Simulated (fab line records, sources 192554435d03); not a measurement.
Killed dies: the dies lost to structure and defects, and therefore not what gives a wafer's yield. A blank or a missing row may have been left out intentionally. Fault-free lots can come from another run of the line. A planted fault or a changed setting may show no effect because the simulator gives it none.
fab line records | flow n5Finfet | part 2 of 2: steps 22 to 28 of 28
[record] lots = 5 | wafers = 15 | lastDay = 16
route steps=1938 shown BEOL_M2@885
lots untouched by any fault: they come from a run of this same line in which no faults occurred
startH: hours from the record's first day to the start of the lot's first wafer shown | waitH: hours from the lot's prior step to this one | " identical to the entry in the row above | L1.1+2: a row that stands for several wafers | - no value present, or no start provided | * or withheld: withheld | < > ~ a bound
route shown NAME@n: NAME is a module with steps in the file, n the number in the route of the first one | usual: mean/standard deviation of fault-free wafers | same: alike in all rows | chamber/n: place in a boat | sites: readings site by site | _std_site: standard deviation across them | _edge_site: inner sites' mean taken away from outer sites' mean | radiusMm: how far each site lies from the wafer's centre | mask NAME#n: copy n | behind: the last tool/chamber to shape the wafer | hold: why the lot went on hold/how many hours it stayed there/how the hold came to an end | device: whichever transistor did not switch (one of n, p or np) | end of line: tests run on the same wafers once the route is complete | where a step has no rows: the recipe by itself | killed: not the wafer's yield, but the dies lost to structure and defects at the first sort | map: a wafer's dies, marking killed ones x, the rest . and places with no die _
set.NAME: the setting as run; set.NAME@STEP: as run at that earlier step | model.NAME: the simulator's own value behind a step, which no gauge read
lots seen at some steps along the route; tables by step, rows by wafer
services: when a tool's chamber went out of use (startH, in hours from the record's first day, below 0 if earlier), for how many hours, and the reason
[[steps]]
[step N5_BEOL_M2_SPUTTER_79]
[recipe] material = Cu | targetThkA = 45 | tempC = -20 | chamberPressurePa = 0.07 | powerW = withheld | timeS = 8.29
[usual] chuckGasFlowSccm = 1.26/0.054 | substrateTempC = -20.01/0.11 | throttleValvePct = 30.2/1.5
lot.wafer | tool          | chamber | startH | waitH | chuckGasFlowSccm | substrateTempC | throttleValvePct
L077.1    | pvdSputter-03 | -       | 153.66 | 0.1   | 1.22             | -19.82         | 29.0
L077.4    | "             | -       | "      | "     | 1.32             | -20.05         | 31.6
L077.5    | "             | -       | "      | "     | 1.32             | -19.87         | 29.8
L078.1    | pvdSputter-02 | -       | 159.71 | 0.1   | 1.34             | -20.08         | 32.0
L078.4    | "             | -       | "      | "     | 1.39             | -20.04         | 27.4
L078.6    | "             | -       | "      | "     | 1.24             | -20.02         | 32.1
L080.1    | pvdSputter-01 | -       | 177.92 | 0.1   | 1.27             | -20.02         | 30.0
L080.4    | "             | -       | "      | "     | 1.25             | -19.93         | 28.2
L080.5    | "             | -       | "      | "     | 1.31             | -19.75         | 30.8
L089.2    | pvdSputter-02 | -       | 231.85 | 0.1   | 1.26             | -20.00         | 31.6
L089.4    | "             | -       | "      | "     | 1.29             | -20.00         | 30.2
L089.6    | "             | -       | "      | "     | 1.25             | -20.09         | 27.8
L093.2    | pvdSputter-03 | -       | 251.27 | 0.1   | 1.35             | -20.09         | 32.0
L093.5    | "             | -       | "      | "     | 1.28             | -19.74         | 29.4
L093.6    | "             | -       | "      | "     | 1.25             | -20.11         | 31.4
[step N5_BEOL_M2_ANNEAL_80]
[recipe] tempC = 400 | timeS = 240 | ambient = vacuum
[usual] heaterPowerW = 886/69 | susceptor_temp_C_max = 401.1/0.46
lot.wafer | tool          | chamber | startH | waitH | heaterPowerW | susceptor_temp_C_max
L077.1    | pvdSputter-03 | -       | 153.74 | 0.0   | 784          | 400.6
L077.4    | "             | -       | "      | "     | 848          | 400.4
L077.5    | "             | -       | "      | "     | 966          | 401.1
L078.1    | pvdSputter-02 | -       | 159.79 | 0.0   | 852          | 401.7
L078.4    | "             | -       | "      | "     | 922          | 400.5
L078.6    | "             | -       | "      | "     | 870          | 401.4
L080.1    | pvdSputter-01 | -       | 178.00 | 0.0   | 842          | 401.1
L080.4    | "             | -       | "      | "     | 697          | 401.2
L080.5    | "             | -       | "      | "     | 843          | 401.8
L089.2    | pvdSputter-02 | -       | 231.93 | 0.0   | 949          | 400.9
L089.4    | "             | -       | "      | "     | 931          | 401.4
L089.6    | "             | -       | "      | "     | 946          | 401.0
L093.2    | pvdSputter-03 | -       | 251.35 | 0.0   | 905          | 401.2
L093.5    | "             | -       | "      | "     | 966          | 401.0
L093.6    | "             | -       | "      | "     | 831          | 400.2
[step N5_BEOL_M2_SPUTTER_81]
[recipe] material = Cu | targetThkA = 45 | tempC = -20 | chamberPressurePa = 0.07 | powerW = withheld | timeS = 8.29
[usual] chuckGasFlowSccm = 1.26/0.054 | substrateTempC = -20.00/0.12 | throttleValvePct = 30.3/1.5
lot.wafer | tool          | chamber | startH | waitH | chuckGasFlowSccm | substrateTempC | throttleValvePct
L077.1    | pvdSputter-03 | -       | 153.88 | 0.1   | 1.24             | -19.91         | 28.9
L077.4    | "             | -       | "      | "     | 1.22             | -20.13         | 31.4
L077.5    | "             | -       | "      | "     | 1.27             | -19.95         | 29.9
L078.1    | pvdSputter-02 | -       | 159.93 | 0.1   | 1.30             | -19.98         | 31.9
L078.4    | "             | -       | "      | "     | 1.13             | -20.11         | 27.8
L078.6    | "             | -       | "      | "     | 1.26             | -19.89         | 32.2
L080.1    | pvdSputter-01 | -       | 178.14 | 0.1   | 1.39             | -20.09         | 29.8
L080.4    | "             | -       | "      | "     | 1.30             | -19.79         | 28.4
L080.5    | "             | -       | "      | "     | 1.25             | -19.94         | 30.8
L089.2    | pvdSputter-02 | -       | 232.07 | 0.1   | 1.19             | -20.01         | 31.7
L089.4    | "             | -       | "      | "     | 1.25             | -20.24         | 30.1
L089.6    | "             | -       | "      | "     | 1.28             | -20.04         | 27.8
L093.2    | pvdSputter-03 | -       | 251.49 | 0.1   | 1.25             | -20.05         | 31.8
L093.5    | "             | -       | "      | "     | 1.27             | -20.00         | 29.8
L093.6    | "             | -       | "      | "     | 1.39             | -20.02         | 31.6
[step N5_BEOL_M2_ANNEAL_82]
[recipe] tempC = 400 | timeS = 240 | ambient = vacuum
[usual] heaterPowerW = 884/67 | susceptor_temp_C_max = 401.1/0.46
lot.wafer | tool          | chamber | startH | waitH | heaterPowerW | susceptor_temp_C_max
L077.1    | pvdSputter-03 | -       | 153.96 | 0.0   | 785          | 400.3
L077.4    | "             | -       | "      | "     | 814          | 400.7
L077.5    | "             | -       | "      | "     | 937          | 401.5
L078.1    | pvdSputter-02 | -       | 160.01 | 0.0   | 862          | 401.0
L078.4    | "             | -       | "      | "     | 934          | 400.4
L078.6    | "             | -       | "      | "     | 868          | 401.1
L080.1    | pvdSputter-01 | -       | 178.22 | 0.0   | 856          | 401.2
L080.4    | "             | -       | "      | "     | 714          | 400.7
L080.5    | "             | -       | "      | "     | 836          | 401.6
L089.2    | pvdSputter-02 | -       | 232.15 | 0.0   | 929          | 401.0
L089.4    | "             | -       | "      | "     | 949          | 400.6
L089.6    | "             | -       | "      | "     | 912          | 400.3
L093.2    | pvdSputter-03 | -       | 251.57 | 0.0   | 927          | 401.6
L093.5    | "             | -       | "      | "     | 923          | 401.2
L093.6    | "             | -       | "      | "     | 834          | 400.1
[step N5_BEOL_M2_SPUTTER_86]
[recipe] material = Cu | targetThkA = 45 | tempC = -20 | chamberPressurePa = 0.07 | powerW = withheld | timeS = 8.29
[usual] chuckGasFlowSccm = 1.27/0.056 | substrateTempC = -19.99/0.1 | throttleValvePct = 30.3/1.5
lot.wafer | tool          | chamber | startH | waitH | chuckGasFlowSccm | substrateTempC | throttleValvePct
L077.1    | pvdSputter-03 | -       | 154.10 | 0.1   | 1.21             | -19.98         | 29.0
L077.4    | "             | -       | "      | "     | 1.20             | -19.98         | 31.6
L077.5    | "             | -       | "      | "     | 1.30             | -20.15         | 29.9
L078.1    | pvdSputter-02 | -       | 160.15 | 0.1   | 1.25             | -20.01         | 32.0
L078.4    | "             | -       | "      | "     | 1.27             | -20.11         | 27.8
L078.6    | "             | -       | "      | "     | 1.19             | -20.05         | 32.0
L080.1    | pvdSputter-01 | -       | 178.36 | 0.1   | 1.27             | -19.94         | 29.7
L080.4    | "             | -       | "      | "     | 1.26             | -19.97         | 28.2
L080.5    | "             | -       | "      | "     | 1.26             | -20.06         | 30.5
L089.2    | pvdSputter-02 | -       | 232.29 | 0.1   | 1.22             | -19.95         | 31.7
L089.4    | "             | -       | "      | "     | 1.31             | -20.10         | 30.3
L089.6    | "             | -       | "      | "     | 1.23             | -20.07         | 27.8
L093.2    | pvdSputter-03 | -       | 251.71 | 0.1   | 1.34             | -20.14         | 31.8
L093.5    | "             | -       | "      | "     | 1.18             | -20.03         | 29.8
L093.6    | "             | -       | "      | "     | 1.40             | -19.87         | 31.6
[step N5_BEOL_M2_ANNEAL_87]
[recipe] tempC = 400 | timeS = 240 | ambient = vacuum
[usual] heaterPowerW = 884/69 | susceptor_temp_C_max = 401.0/0.44
lot.wafer | tool          | chamber | startH | waitH | heaterPowerW | susceptor_temp_C_max
L077.1    | pvdSputter-03 | -       | 154.18 | 0.0   | 756          | 400.3
L077.4    | "             | -       | "      | "     | 833          | 400.3
L077.5    | "             | -       | "      | "     | 946          | 400.9
L078.1    | pvdSputter-02 | -       | 160.23 | 0.0   | 858          | 401.2
L078.4    | "             | -       | "      | "     | 915          | 400.7
L078.6    | "             | -       | "      | "     | 858          | 400.7
L080.1    | pvdSputter-01 | -       | 178.44 | 0.0   | 833          | 400.9
L080.4    | "             | -       | "      | "     | 692          | 401.0
L080.5    | "             | -       | "      | "     | 839          | 401.3
L089.2    | pvdSputter-02 | -       | 232.37 | 0.0   | 928          | 401.3
L089.4    | "             | -       | "      | "     | 920          | 401.1
L089.6    | "             | -       | "      | "     | 934          | 400.5
L093.2    | pvdSputter-03 | -       | 251.79 | 0.0   | 881          | 401.4
L093.5    | "             | -       | "      | "     | 963          | 401.0
L093.6    | "             | -       | "      | "     | 841          | 400.4
[step N5_BEOL_M2_SPUTTER_88]
[recipe] material = Cu | targetThkA = 45 | tempC = -20 | chamberPressurePa = 0.07 | powerW = withheld | timeS = 8.29
[usual] chuckGasFlowSccm = 1.26/0.049 | substrateTempC = -20.01/0.11 | throttleValvePct = 30.3/1.5
lot.wafer | tool          | chamber | startH | waitH | chuckGasFlowSccm | substrateTempC | throttleValvePct
L077.1    | pvdSputter-03 | -       | 154.32 | 0.1   | 1.25             | -20.03         | 28.9
L077.4    | "             | -       | "      | "     | 1.31             | -20.00         | 31.6
L077.5    | "             | -       | "      | "     | 1.19             | -19.97         | 29.8
L078.1    | pvdSputter-02 | -       | 160.37 | 0.1   | 1.23             | -19.86         | 32.3
L078.4    | "             | -       | "      | "     | 1.29             | -20.30         | 27.8
L078.6    | "             | -       | "      | "     | 1.28             | -19.81         | 32.2
L080.1    | pvdSputter-01 | -       | 178.58 | 0.1   | 1.23             | -20.03         | 29.9
L080.4    | "             | -       | "      | "     | 1.28             | -20.07         | 28.4
L080.5    | "             | -       | "      | "     | 1.25             | -20.05         | 31.1
L089.2    | pvdSputter-02 | -       | 232.51 | 0.1   | 1.26             | -20.00         | 31.0
L089.4    | "             | -       | "      | "     | 1.23             | -20.14         | 30.2
L089.6    | "             | -       | "      | "     | 1.32             | -20.11         | 27.7
L093.2    | pvdSputter-03 | -       | 251.93 | 0.1   | 1.31             | -20.07         | 31.9
L093.5    | "             | -       | "      | "     | 1.26             | -20.09         | 29.8
L093.6    | "             | -       | "      | "     | 1.26             | -20.04         | 31.4
[[services]]
tool          | chamber | startH | hours | kind
rieDiel-03    | -       | 128.90 | 15.6  | pm
pvdSputter-03 | -       | 139.16 | 3.7   | repair
aldMetal-03   | 0       | 141.07 | 13.3  | repair
aldMetal-03   | 2       | 157.12 | 6.8   | repair
rieDiel-03    | 0       | 168.28 | 7.7   | repair
aldMetal-03   | 1       | 177.29 | 10.4  | repair
rieDiel-01    | -       | 178.16 | 0.7   | repair
rieDiel-03    | 0       | 190.42 | -     | clean
rieDiel-03    | 0       | 190.42 | -     | consumableReplace:esc
rieDiel-03    | 0       | 190.42 | -     | consumableReplace:focusRing
rieDiel-03    | 0       | 190.42 | -     | consumableReplace:showerhead
rieDiel-03    | 0       | 190.42 | 35.4  | scheduledDown
rieDiel-03    | 0       | 190.42 | 35.4  | ventCycle
wetBench-06   | -       | 205.46 | 2.0   | repair
rieDiel-05    | 1       | 213.01 | 3.8   | repair
aldMetal-03   | -       | 229.01 | 8.7   | pm
rieDiel-05    | 2       | 241.53 | 4.6   | repair
rieDiel-01    | 2       | 242.59 | -     | clean
rieDiel-01    | 2       | 242.59 | -     | consumableReplace:focusRing
rieDiel-01    | 2       | 242.59 | 22.9  | scheduledDown
rieDiel-01    | 2       | 242.59 | 22.9  | ventCycle
aldMetal-03   | 0       | 245.01 | 30.0  | repair
